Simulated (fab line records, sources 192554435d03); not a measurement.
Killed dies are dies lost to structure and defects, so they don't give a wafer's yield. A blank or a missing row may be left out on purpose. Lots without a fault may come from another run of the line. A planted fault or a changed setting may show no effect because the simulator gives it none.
fab line records | flow n5_finfet | part 1 of 2: steps 1 to 4 of 6
record lots=22 wafers=66 last_day=19
route steps=1938 shown ILD0@343 HKMG_FIN@409 GATE_CUT@466
lots that met no fault: from a run of the same line without faults
start_h: hours from the record's first day to the start of the lot's first wafer shown | wait_h: hours since the lot's step before | " the same as in the row above | L1.1+2: a row that stands for several wafers | - no value, or no start given | * or withheld: withheld | < > ~ a bound
route shown NAME@n: a module of which the file shows steps, and the number in the route of the first | usual: mean/standard deviation of fault-free wafers | same: alike in all rows | chamber/n: place in a boat | sites: the reading at each site | _std_site: their standard deviation | _edge_site: outer sites' mean less inner sites' | radius_mm: how far each site lies from the wafer's centre | mask NAME#n: copy n | behind: the tool/chamber that last shaped the wafer | hold: why the lot was held/for how many hours/how that ended | device: the transistor (n, p or np) that didn't switch | end of line: the same wafers' tests at the end of the route | a step without rows: its recipe alone | killed: dies lost to structure and defects at the first sort, not the wafer's yield | map: a wafer's dies, x killed, . not, _ none there
set.NAME: the setting as run; set.NAME@STEP: as run at that earlier step | model.NAME: the simulator's own value behind a step, which no gauge read
steps of the route over a sample of lots; a table a step, a row a wafer
services: from which hour (start_h, from the record's first day; less than 0 if before it) a tool's chamber was out of use, for how many hours, and why
## steps
# step N5_ILD0_ALD_15
# recipe material=SiNx target_thk_a=240 temp_c=400 ald_precursor_family=SiH2I2 ald_co_reactant=N2/H2-plasma pulse_time_s=1 ald_cycles=480 purge_time_s=2 co_reactant_purge_time_s=2 pressure_torr=2
# usual heater_power_w=824/47 precursor_pulse_height_rel=1.001/0.021
# columns lot.wafer tool chamber start_h wait_h heater_power_w precursor_pulse_height_rel
L074.1 ald_sin-02 3 62.38 0.6 853 0.998
L074.3 " 0 " " 972 1.004
L074.5 " 0 63.47 1.2 983 1.011
L075.1 ald_sin-04 1 69.69 0.6 780 1.008
L075.3 " 3 " " 750 1.021
L075.6 " 3 70.77 1.1 752 1.005
L076.2 ald_sin-01 0 76.82 0.5 773 0.989
L076.3 " 1 " " 788 0.988
L076.5 " 1 77.91 1.2 780 1.045
L077.2 ald_sin-01 1 80.76 0.5 810 1.016
L077.4 " 2 " " 860 0.960
L077.6 " 2 81.84 1.1 839 1.012
L078.1 ald_sin-04 3 88.55 0.6 757 1.018
L078.4 " 2 " " 854 0.960
L078.6 " 2 89.64 1.1 832 0.964
L080.1 ald_sin-01 0 100.85 0.6 771 1.025
L080.3 " 1 " " 796 0.980
L080.4 " 3 " " 842 0.996
L081.2 ald_sin-02 2 103.48 0.5 879 0.974
L081.4 " 0 " " 902 1.003
L081.6 " 0 104.57 1.1 906 1.039
L082.1 ald_sin-04 2 113.51 0.9 842 1.002
L082.4 " 0 " " 814 0.987
L082.6 " 2 114.60 1.4 848 1.024
L084.2 ald_sin-01 0 125.64 0.6 771 0.975
L084.4 " 3 " " 834 1.003
L084.5 " 0 126.72 1.4 786 1.020
L085.2 ald_sin-01 0 131.44 0.5 776 0.962
L085.4 " 1 " " 796 0.997
L085.6 " 3 132.52 1.1 824 1.019
L086.2 ald_sin-04 3 137.32 0.5 789 0.968
L086.4 " 0 " " 810 1.008
L086.5 " 2 138.40 1.2 872 0.998
L087.3 ald_sin-02 3 141.02 0.4 858 1.016
L087.4 " 0 " " 904 1.030
L087.5 " 2 142.10 1.2 873 1.006
L088.1 ald_sin-02 3 144.12 0.6 822 1.018
L088.2 " 1 " " 750 1.001
L088.5 " 3 145.20 1.2 825 1.014
L089.1 ald_sin-04 1 151.25 0.6 778 0.998
L089.2 " 0 " " 855 0.985
L089.4 " 2 " " 837 0.998
L090.1 ald_sin-04 0 156.91 0.6 840 1.006
L090.4 " 3 " " 766 1.015
L090.6 " 1 158.00 1.1 754 1.035
L091.1 ald_sin-01 1 163.48 0.6 779 0.998
L091.2 " 3 " " 811 1.000
L091.4 " 2 " " 855 1.027
L092.2 ald_sin-04 0 170.84 0.8 857 0.996
L092.3 " 3 " " 783 0.992
L092.5 " 0 171.93 1.5 842 1.028
L093.2 ald_sin-02 2 176.73 0.5 848 0.990
L093.4 " 0 " " 919 1.016
L093.6 " 0 177.82 1.1 911 0.996
L094.3 ald_sin-01 0 183.85 1.5 769 1.001
L094.4 " 2 " " 864 1.015
L094.5 " 0 184.94 2.3 772 0.973
L095.1 ald_sin-02 1 187.42 0.6 776 0.959
L095.3 " 2 " " 865 1.007
L095.4 " 0 " " 936 1.033
L096.1 ald_sin-02 1 199.87 0.6 771 0.975
L096.3 " 0 " " 886 1.001
L096.4 " 2 " " 883 1.019
L097.1 ald_sin-04 2 200.95 0.6 831 1.004
L097.3 " 3 " " 772 0.957
L097.6 " 0 202.03 1.1 856 1.003
# step N5_HKMG_FIN_STRIP_60
# recipe chemistry=N2/H2 power_w=2500 temp_c=300 h2_frac=0.65 time_s=360 pressure_mtorr=withheld n2_flow_sccm=1750 h2_flow_sccm=3250
# usual drypump_motor_current_A=6.08/0.12 h2_flow_sccm=3250/9.9 heater_power_w=444/44 temp_c=300.01/0.21
# same time_s=360
# columns lot.wafer tool chamber start_h wait_h drypump_motor_current_A h2_flow_sccm heater_power_w rf_hours_counter_h temp_c
L074.1 plasma_asher-02 0 72.19 0.0 6.07 3250 401 86 299.70
L074.3 " 1 " " 6.13 3239 477 - 300.28
L074.5 " 1 " " 6.12 3238 471 - 300.19
L075.1 plasma_asher-02 0 80.40 0.0 6.00 3263 405 87 299.94
L075.3 " 1 " " 6.15 3235 475 - 300.04
L075.6 " 0 " " 6.03 3253 397 - 300.20
L076.2 plasma_asher-02 0 86.38 0.3 6.04 3245 403 89 300.15
L076.3 " 0 " " 6.05 3252 414 - 299.76
L076.5 " 0 " " 6.05 3238 407 - 299.81
L077.2 plasma_asher-01 1 90.51 0.0 5.94 3237 509 42 300.10
L077.4 " 1 " " 5.88 3251 499 - 299.95
L077.6 " 1 " " 5.88 3257 508 - 300.08
L078.1 plasma_asher-02 1 98.20 0.0 6.13 3250 472 92 299.92
L078.4 " 0 " " 5.97 3250 409 - 300.04
L078.6 " 1 " " 6.15 3255 483 - 300.10
L080.1 plasma_asher-01 0 110.44 0.0 6.24 3237 410 45 299.59
L080.3 " 1 " " 5.99 3246 501 - 300.06
L080.4 " 0 " " 6.27 3239 410 - 299.93
L081.2 plasma_asher-01 1 113.55 0.0 5.96 3251 504 46 300.31
L081.4 " 0 " " 6.27 3235 402 - 299.65
L081.6 " 0 " " 6.25 3261 402 - 299.73
L082.1 plasma_asher-02 1 122.99 0.0 6.15 3247 481 97 300.06
L082.4 " 1 " " 6.16 3242 473 - 299.94
L082.6 " 0 " " 6.01 3247 400 - 300.12
L084.2 plasma_asher-02 1 135.10 0.0 6.14 3245 480 101 300.10
L084.4 " 1 " " 6.15 3249 483 - 299.95
L084.5 " 1 " " 6.13 3245 473 - 299.84
L085.2 plasma_asher-02 0 141.44 0.0 5.99 3248 406 103 300.14
L085.4 " 0 " " 6.07 3246 400 - 300.17
L085.6 " 1 " " 6.12 3234 469 - 299.94
L086.2 plasma_asher-02 1 147.83 0.0 6.13 3247 470 105 300.21
L086.4 " 1 " " 6.14 3246 467 - 299.90
L086.5 " 0 " " 5.99 3240 401 - 299.53
L087.3 plasma_asher-01 0 150.83 0.1 6.22 3233 404 - 299.78
L087.4 " 1 " " 5.95 3263 502 - 300.14
L087.5 " 0 " " 6.23 3257 404 - 299.75
L088.1 plasma_asher-01 0 153.86 0.3 6.23 3258 394 51 299.97
L088.2 " 1 " " 5.99 3240 519 51 300.38
L088.5 " 0 " " 6.22 3243 391 - 299.98
L089.1 plasma_asher-01 1 161.19 0.0 5.98 3246 500 55 300.32
L089.2 " 0 " " 6.23 3254 402 55 300.27
L089.4 " 0 " " 6.25 3251 403 - 299.81
L090.1 plasma_asher-01 0 167.13 0.0 6.26 3247 400 56 300.11
L090.4 " 1 " " 5.91 3237 503 - 300.15
L090.6 " 1 " " 5.93 3242 505 - 300.36
L091.1 plasma_asher-01 0 173.19 0.0 6.26 3263 407 58 299.84
L091.2 " 1 " " 5.97 3250 499 58 300.21
L091.4 " 0 " " 6.25 3254 404 - 299.74
L092.2 plasma_asher-02 1 180.34 0.0 6.15 3266 473 109 299.94
L092.3 " 0 " " 6.04 3249 395 - 299.56
L092.5 " 0 " " 6.04 3254 398 - 299.68
L093.2 plasma_asher-02 0 186.15 0.0 6.01 3256 401 110 299.95
L093.4 " 1 " " 6.14 3255 478 - 300.31
L093.6 " 1 " " 6.15 3259 481 - 299.84
L094.3 plasma_asher-01 1 193.48 0.1 5.93 3238 499 - 300.17
L094.4 " 0 " " 6.26 3253 408 - 300.07
L094.5 " 0 " " 6.25 3250 400 - 299.73
L095.1 plasma_asher-01 1 197.12 0.0 5.94 3230 494 62 300.13
L095.3 " 0 " " 6.26 3267 396 - 299.79
L095.4 " 1 " " 5.92 3237 500 - 299.88
L096.1 plasma_asher-01 1 209.57 0.0 5.92 3255 494 65 300.30
L096.3 " 0 " " 6.26 3249 404 - 299.71
L096.4 " 1 " " 5.95 3248 488 - 300.15
L097.1 plasma_asher-02 1 211.00 0.0 6.13 3253 479 114 299.85
L097.3 " 1 " " 6.14 3240 472 - 300.03
L097.6 " 1 " " 6.14 3250 468 - 299.96
# step N5_HKMG_FIN_DESCUM_17
# recipe chemistry=O2 time_s=7.9 source_power_w=50 bias_power_w=20 pressure_mtorr=20 rf_frequency_hz=2.712e+07 temp_c=40 resist=CAR-ArF o2_flow_sccm=225
# usual drypump_motor_current_A=5.8/0.37 oes_product_au=0.82/0.1 rf_vpp_V=243.2/1.6 showerhead_plenum_p_Torr=2.10/0.099 temp_c=40.01/0.11 throttle_valve_pct=20.46/0.22
# same time_s=7.9
# columns lot.wafer tool chamber start_h wait_h drypump_motor_current_A oes_product_au rf_hours_counter_h rf_vpp_V showerhead_plenum_p_Torr temp_c throttle_valve_pct
L074.1 rie_diel-05 1 74.57 0.0 5.6 0.68 232 243.0 2.05 40.22 20.63
L074.3 " 3 " " 5.5 0.72 202 243.6 2.16 40.05 20.56
L074.5 " 3 " " 5.5 0.71 - 244.7 2.16 40.03 20.56
L075.1 rie_diel-05 3 82.94 0.0 5.5 0.70 205 243.0 2.16 39.88 20.56
L075.3 " 1 " " 5.6 0.67 235 242.1 2.05 40.04 20.64
L075.6 " 0 " " 5.6 0.82 - 241.4 1.95 40.06 20.76
L076.2 rie_diel-05 0 88.88 0.0 5.6 0.82 85 241.4 1.95 40.03 20.78
L076.3 " 3 " " 5.5 0.71 207 244.9 2.16 40.04 20.58
L076.5 " 3 " " 5.5 0.71 - 244.5 2.16 39.99 20.58
L077.2 rie_diel-05 1 92.98 0.1 5.5 0.67 239 243.8 2.05 40.29 20.65
L077.4 " 0 " " 5.6 0.83 87 241.2 1.95 40.14 20.75
L077.6 " 3 " " 5.5 0.71 - 244.3 2.16 40.03 20.56
L078.1 rie_diel-01 1 100.70 0.0 5.8 0.94 26 243.4 2.07 40.10 20.34
L078.4 " 0 " " 5.6 0.67 249 243.1 2.04 39.88 20.61
L078.6 " 2 " " 5.1 0.68 - 243.8 2.04 39.88 20.37
L080.1 rie_diel-03 1 112.81 0.0 5.4 0.92 23 245.8 2.22 40.16 20.36
L080.3 " 2 " " 5.6 0.71 205 242.1 2.01 40.21 20.79
L080.4 " 0 " " 5.7 0.69 242 241.1 1.97 39.94 20.23
L081.2 rie_diel-03 1 116.10 0.0 5.4 0.92 25 245.4 2.22 40.00 20.38
L081.4 " 0 " " 5.6 0.69 243 241.3 1.97 39.90 20.25
L081.6 " 1 " " 5.4 0.91 - 244.4 2.22 40.02 20.37
L082.1 rie_diel-01 1 125.48 0.0 5.8 0.90 37 241.9 2.07 40.04 20.39
L082.4 " 3 " " 6.5 0.92 - 246.9 2.24 40.11 20.66
L082.6 " 0 " " 5.6 0.95 - 242.7 2.04 40.08 20.22
L084.2 rie_diel-03 2 137.80 0.2 5.7 0.70 214 241.2 2.01 40.06 20.79
L084.4 " 3 " " 6.4 0.72 169 242.1 2.10 40.03 20.32
L084.5 " 1 " " 5.4 0.91 - 243.6 2.21 39.98 20.38
L085.2 rie_diel-05 2 144.11 0.1 5.7 0.87 40 245.3 2.23 39.97 20.41
L085.4 " 0 " " 5.5 0.79 - 241.3 1.95 40.10 20.78
L085.6 " 3 " " 5.5 0.70 - 242.8 2.15 39.93 20.61
L086.2 rie_diel-01 1 150.75 0.2 5.8 0.90 47 241.9 2.06 40.04 20.39
L086.4 " 0 " " 5.7 0.92 12 240.7 2.04 40.04 20.24
L086.5 " 1 " " 5.9 0.90 - 242.6 2.06 39.90 20.39
L087.3 rie_diel-05 3 153.17 0.0 5.5 0.70 230 244.4 2.15 39.94 20.62
L087.4 " 1 " " 5.6 0.99 0 241.9 2.05 39.94 20.21
L087.5 " 1 " " 5.6 0.98 - 243.5 2.05 39.92 20.21
L088.1 rie_diel-05 1 156.29 0.0 5.6 0.97 1 243.3 2.05 40.10 20.21
L088.2 " 0 " " 5.6 0.79 110 241.5 1.94 40.11 20.80
L088.5 " 1 " " 5.6 0.97 - 244.1 2.05 39.80 20.19
L089.1 rie_diel-03 1 163.65 0.0 5.4 0.88 44 245.3 2.21 40.08 20.41
L089.2 " 2 " " 5.7 0.69 226 240.9 2.00 39.99 20.80
L089.4 " 3 " " 6.5 0.71 - 242.8 2.09 40.08 20.33
L090.1 rie_diel-01 2 170.15 0.3 5.1 0.93 11 242.4 2.03 40.01 20.02
L090.4 " 3 " " 6.5 0.89 28 244.3 2.24 40.00 20.69
L090.6 " 2 " " 5.1 0.93 - 243.2 2.03 39.91 20.03
L091.1 rie_diel-01 1 176.08 0.0 5.8 0.89 57 241.6 2.06 40.08 20.41
L091.2 " 2 " " 5.1 0.93 14 243.0 2.03 40.08 20.04
L091.4 " 3 " " 6.4 0.90 30 245.3 2.24 40.02 20.67
L092.2 rie_diel-03 3 182.85 0.0 6.4 0.71 191 241.5 2.09 40.03 20.37
L092.3 " 2 " " 5.7 0.69 233 242.3 2.00 40.04 20.81
L092.5 " 3 " " 6.4 0.71 - 243.6 2.09 40.01 20.36
L093.2 rie_diel-03 2 188.56 0.0 5.6 0.69 235 241.1 2.00 39.91 20.81
L093.4 " 3 " " 6.5 0.71 192 242.4 2.09 40.05 20.36
L093.6 " 0 " " 5.7 0.96 - 245.5 2.22 39.81 20.01
L094.3 rie_diel-01 1 195.92 0.2 5.8 0.88 64 242.5 2.06 39.75 20.42
L094.4 " 1 " " 5.8 0.88 - 242.9 2.06 39.94 20.40
L094.5 " 3 " " 6.5 0.87 - 246.3 2.23 40.06 20.69
L095.1 rie_diel-01 0 199.55 0.0 5.6 0.88 29 243.0 2.03 39.92 20.25
L095.3 " 3 " " 6.5 0.88 38 246.5 2.23 40.06 20.70
L095.4 " 3 " " 6.5 0.87 - 244.3 2.23 39.81 20.70
L096.1 rie_diel-01 1 212.08 0.0 5.8 0.86 71 241.4 2.06 39.95 20.41
L096.3 " 0 " " 5.6 0.86 35 242.2 2.03 40.23 20.26
L096.4 " 1 " " 5.8 0.86 - 242.8 2.06 39.83 20.43
L097.1 rie_diel-05 0 213.80 0.3 5.6 0.77 127 241.1 1.94 39.95 20.83
L097.3 " 1 " " 5.5 0.89 24 243.1 2.04 40.09 20.23
L097.6 " 1 " " 5.6 0.89 - 242.6 2.04 40.07 20.24
# step N5_HKMG_FIN_STRIP_92
# recipe chemistry=N2/H2 material=SOC time_s=20 power_w=500 temp_c=40 pressure_mtorr=50 rf_frequency_hz=6e+07 bias_power_w=8 h2_frac=0.5 n2_flow_sccm=300 h2_flow_sccm=300
# usual drypump_motor_current_A=5.8/0.37 h2_flow_sccm=300.1/0.92 oes_product_au=0.83/0.1 rf_vpp_V=54.2/0.82 showerhead_plenum_p_Torr=3.37/0.15 temp_c=39.99/0.1 throttle_valve_pct=19.0/0.35
# same time_s=20
# columns lot.wafer tool chamber start_h wait_h drypump_motor_current_A h2_flow_sccm oes_product_au rf_hours_counter_h rf_vpp_V showerhead_plenum_p_Torr temp_c throttle_valve_pct
L074.1 rie_diel-05 1 75.02 0.1 5.6 299.1 0.67 232 55.6 3.32 40.03 19.5
L074.3 " 3 " " 5.5 300.4 0.72 202 55.2 3.48 40.01 18.9
L074.5 " 3 " " 5.5 300.8 0.72 - 54.3 3.48 40.01 18.9
L075.1 rie_diel-05 3 83.39 0.1 5.5 300.3 0.72 205 54.0 3.48 40.09 18.9
L075.3 " 1 " " 5.6 302.0 0.67 235 53.7 3.32 39.96 19.5
L075.6 " 0 " " 5.6 299.0 0.83 - 52.9 3.15 40.16 19.4
L076.2 rie_diel-05 0 89.33 0.1 5.6 300.4 0.83 86 54.4 3.15 40.10 19.4
L076.3 " 3 " " 5.5 298.4 0.72 207 54.3 3.48 39.80 18.9
L076.5 " 3 " " 5.5 300.4 0.72 - 54.2 3.48 39.98 18.9
L077.2 rie_diel-05 1 93.44 0.1 5.6 301.4 0.67 239 53.2 3.32 40.13 19.5
L077.4 " 0 " " 5.5 300.1 0.82 87 53.4 3.15 40.14 19.4
L077.6 " 3 " " 5.5 300.4 0.72 - 54.1 3.48 40.08 18.9
L078.1 rie_diel-01 1 101.15 0.1 5.9 299.2 0.95 26 53.8 3.32 40.07 19.4
L078.4 " 0 " " 5.7 299.9 0.67 249 54.9 3.31 39.96 19.3
L078.6 " 2 " " 5.1 299.8 0.68 - 53.9 3.29 39.95 18.5
L080.1 rie_diel-03 1 113.26 0.1 5.5 300.2 0.92 24 54.2 3.59 40.06 19.2
L080.3 " 2 " " 5.7 300.7 0.69 205 54.0 3.22 39.86 19.2
L080.4 " 0 " " 5.6 299.5 0.69 242 53.5 3.18 39.87 19.2
L081.2 rie_diel-03 1 116.55 0.1 5.5 300.3 0.93 26 55.4 3.59 39.89 19.2
L081.4 " 0 " " 5.6 300.7 0.69 244 54.4 3.18 39.97 19.2
L081.6 " 1 " " 5.5 299.8 0.93 - 55.6 3.59 39.84 19.2
L082.1 rie_diel-01 1 125.93 0.1 5.8 301.6 0.93 38 55.2 3.31 39.90 19.5
L082.4 " 3 " " 6.5 300.3 0.94 - 55.0 3.56 40.04 18.8
L082.6 " 0 " " 5.7 298.8 0.94 - 54.0 3.31 39.73 18.9
L084.2 rie_diel-03 2 138.25 0.1 5.7 299.7 0.69 215 54.3 3.21 40.02 19.2
L084.4 " 3 " " 6.5 301.0 0.74 169 53.2 3.32 40.10 18.3
L084.5 " 1 " " 5.5 301.0 0.91 - 51.9 3.59 39.95 19.2
L085.2 rie_diel-05 2 144.56 0.1 5.6 299.1 0.86 40 53.6 3.53 40.00 18.8
L085.4 " 0 " " 5.6 300.6 0.81 - 54.7 3.14 39.92 19.4
L085.6 " 3 " " 5.5 300.1 0.72 - 54.6 3.47 40.06 19.0
L086.2 rie_diel-01 1 151.20 0.1 5.9 300.1 0.91 47 53.9 3.31 39.89 19.5
L086.4 " 0 " " 5.7 299.6 0.90 12 53.2 3.30 39.93 18.9
L086.5 " 1 " " 5.9 300.4 0.91 - 54.5 3.30 39.99 19.4
L087.3 rie_diel-05 3 153.62 0.1 5.5 301.7 0.71 231 54.0 3.46 40.07 19.0
L087.4 " 1 " " 5.6 300.0 0.98 0 53.3 3.31 40.01 19.1
L087.5 " 1 " " 5.6 300.9 0.97 - 53.7 3.31 40.00 19.1
L088.1 rie_diel-05 1 156.74 0.1 5.5 300.1 0.97 2 54.4 3.31 40.01 19.1
L088.2 " 0 " " 5.5 300.7 0.80 110 53.8 3.13 39.89 19.4
L088.5 " 1 " " 5.6 301.1 0.97 - 54.1 3.31 40.13 19.1
L089.1 rie_diel-03 1 164.10 0.1 5.5 298.9 0.89 44 55.8 3.58 39.96 19.2
L089.2 " 2 " " 5.7 300.2 0.68 227 54.5 3.21 40.00 19.2
L089.4 " 3 " " 6.5 300.9 0.72 - 53.3 3.32 40.22 18.4
L090.1 rie_diel-01 2 170.60 0.1 5.1 301.3 0.94 12 54.3 3.27 39.89 18.1
L090.4 " 3 " " 6.5 300.4 0.90 28 54.1 3.55 40.05 18.8
L090.6 " 2 " " 5.1 300.4 0.94 - 54.5 3.27 40.10 18.2
L091.1 rie_diel-01 1 176.53 0.1 5.8 301.0 0.90 57 53.9 3.30 39.94 19.5
L091.2 " 2 " " 5.1 300.2 0.93 14 54.0 3.27 39.90 18.1
L091.4 " 3 " " 6.5 299.3 0.90 31 55.0 3.55 40.21 18.8
L092.2 rie_diel-03 3 183.30 0.1 6.4 300.8 0.71 191 53.3 3.31 40.05 18.4
L092.3 " 2 " " 5.7 299.5 0.67 234 54.5 3.20 39.96 19.3
L092.5 " 3 " " 6.5 300.1 0.71 - 53.5 3.31 40.18 18.4
L093.2 rie_diel-03 2 189.01 0.1 5.7 300.8 0.67 235 55.0 3.20 40.05 19.3
L093.4 " 3 " " 6.5 298.8 0.72 192 55.6 3.31 40.13 18.4
L093.6 " 0 " " 5.7 298.1 0.97 - 55.5 3.58 40.08 18.9
L094.3 rie_diel-01 1 196.37 0.1 5.8 299.3 0.88 64 54.8 3.30 40.02 19.5
L094.4 " 1 " " 5.8 300.0 0.88 - 55.1 3.30 39.94 19.5
L094.5 " 3 " " 6.5 299.9 0.88 - 55.4 3.55 40.07 18.8
L095.1 rie_diel-01 0 200.00 0.1 5.6 300.3 0.87 30 54.4 3.29 40.04 18.9
L095.3 " 3 " " 6.5 301.4 0.89 39 55.5 3.55 39.84 18.8
L095.4 " 3 " " 6.4 300.7 0.89 - 54.9 3.55 39.99 18.8
L096.1 rie_diel-01 1 212.53 0.1 5.8 299.4 0.88 71 53.8 3.29 40.10 19.5
L096.3 " 0 " " 5.6 301.1 0.87 35 53.3 3.29 39.87 18.9
L096.4 " 1 " " 5.8 298.9 0.88 - 54.7 3.29 39.99 19.5
L097.1 rie_diel-05 0 214.25 0.1 5.5 301.4 0.78 127 54.4 3.13 39.98 19.5
L097.3 " 1 " " 5.6 300.5 0.90 25 55.3 3.30 39.96 19.1
L097.6 " 1 " " 5.6 299.4 0.88 - 53.3 3.30 40.05 19.1
